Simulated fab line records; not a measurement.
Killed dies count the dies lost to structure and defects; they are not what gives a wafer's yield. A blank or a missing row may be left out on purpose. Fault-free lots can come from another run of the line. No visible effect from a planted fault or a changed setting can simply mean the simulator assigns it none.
Chamber matching + flow n5_finfet + 4 sister chambers for N5_BEOL_M11_STRIP_36 on rie_diel-05
The step strips in N2/H2. 4 wafers are shown with their chamber, then 9 later ones without.

WAFERS PAIRED WITH THEIR CHAMBERS
| wafer  | chamber | showerhead_plenum_p_Torr (Torr) |
|--------|---------|---------------------------------|
| L082.5 | 3       | 2.61                            |
| L087.2 | 1       | 2.54                            |
| L087.5 | 0       | 2.44                            |
| L087.6 | 2       | 2.56                            |

WAFERS WHOSE CHAMBER IS MISSING
| wafer  | showerhead_plenum_p_Torr (Torr) |
|--------|---------------------------------|
| L088.1 | 2.55                            |
| L088.3 | 2.44                            |
| L088.5 | 2.44                            |
| L093.2 | 2.60                            |
| L093.4 | 2.55                            |
| L093.5 | 2.60                            |
| L091.1 | 2.43                            |
| L091.5 | 2.55                            |
| L091.6 | 2.60                            |

CHAMBER TAKEN BY EACH
| wafer  | from the rows above     | in truth |
|--------|-------------------------|----------|
| L088.1 | can't be placed: 1 or 2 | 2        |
| L088.3 | 0                       | 0        |
| L088.5 | 0                       | 0        |
| L093.2 | 3                       | 3        |
| L093.4 | can't be placed: 1 or 2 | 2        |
| L093.5 | 3                       | 3        |
| L091.1 | 0                       | 0        |
| L091.5 | can't be placed: 1 or 2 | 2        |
| L091.6 | 3                       | 3        |
Correct placement for 6 of the 9. Not placeable from these rows: 3 (in 3, the candidates include the true chamber). Wrongly placed: 0.
How it was worked out, from the rows above alone: a wafer's distance from a chamber is the root of the sum, over the readings, of the square of ((its reading less the chamber's mean) divided by the reading's scatter). If the next closest chamber is less than 2 further off than the closest, the wafer can't be placed; otherwise it belongs to the closest. A chamber's mean is the mean of its shown wafers. The scatter: with one shown wafer a chamber, the root of the mean of the squares of how far each hidden wafer lies from its nearest shown one.
